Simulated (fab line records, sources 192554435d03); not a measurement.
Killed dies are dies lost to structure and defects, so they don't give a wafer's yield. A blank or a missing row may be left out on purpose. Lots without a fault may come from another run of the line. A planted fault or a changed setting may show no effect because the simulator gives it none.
Chamber matching | flow n5_finfet | N5_SPACER0_ALD_08 on ald_sin-03: 4 sister chambers
The step deposits SiNx, target thk 2 nm. 14 wafers are shown with their chamber, then 6 later ones without.

WAFERS WITH THEIR CHAMBER
wafer  | chamber | heater_power_w (W)
L296.1 | 0       | 773
L296.5 | 2       | 771
L296.6 | 1       | 789
L298.3 | 1       | 776
L298.4 | 2       | 792
L298.6 | 3       | 853
L299.3 | 3       | 872
L299.4 | 1       | 796
L299.5 | 1       | 755
L301.1 | 2       | 772
L301.2 | 0       | 782
L301.5 | 2       | 804
L310.2 | 0       | 797
L310.4 | 2       | 791

SIGNATURES (means of the wafers above)
reading        | chamber 0 | chamber 1 | chamber 2 | chamber 3 | scatter within a chamber
heater_power_w | 784.00    | 779.00    | 786.00    | 862.50    | 15
Rule: a wafer's distance from a chamber is the root of the sum, over the readings, of the square of ((its reading less the chamber's mean) divided by the reading's scatter). The wafer belongs to the nearest chamber; if the next one is less than 2 further off, it can't be placed. The scatter: the root of (the sum of the squares of (reading less its chamber's mean) over the shown wafers, divided by (wafers less chambers)).

WAFERS WITHOUT THEIR CHAMBER
wafer  | heater_power_w (W)
L314.2 | 850
L314.3 | 782
L314.4 | 793
L311.4 | 799
L311.5 | 794
L311.6 | 776

WHICH CHAMBER EACH WENT THROUGH
wafer  | from the rows above          | in truth
L314.2 | 3                            | 3
L314.3 | can't be placed: 0 or 1 or 2 | 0
L314.4 | can't be placed: 2 or 0 or 1 | 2
L311.4 | can't be placed: 2 or 0 or 1 | 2
L311.5 | can't be placed: 2 or 0 or 1 | 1
L311.6 | can't be placed: 1 or 0 or 2 | 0
Placed correctly: 1 of 6. Can't be placed from these rows: 5 (the true chamber is among the candidates in 5). Placed wrongly: 0.
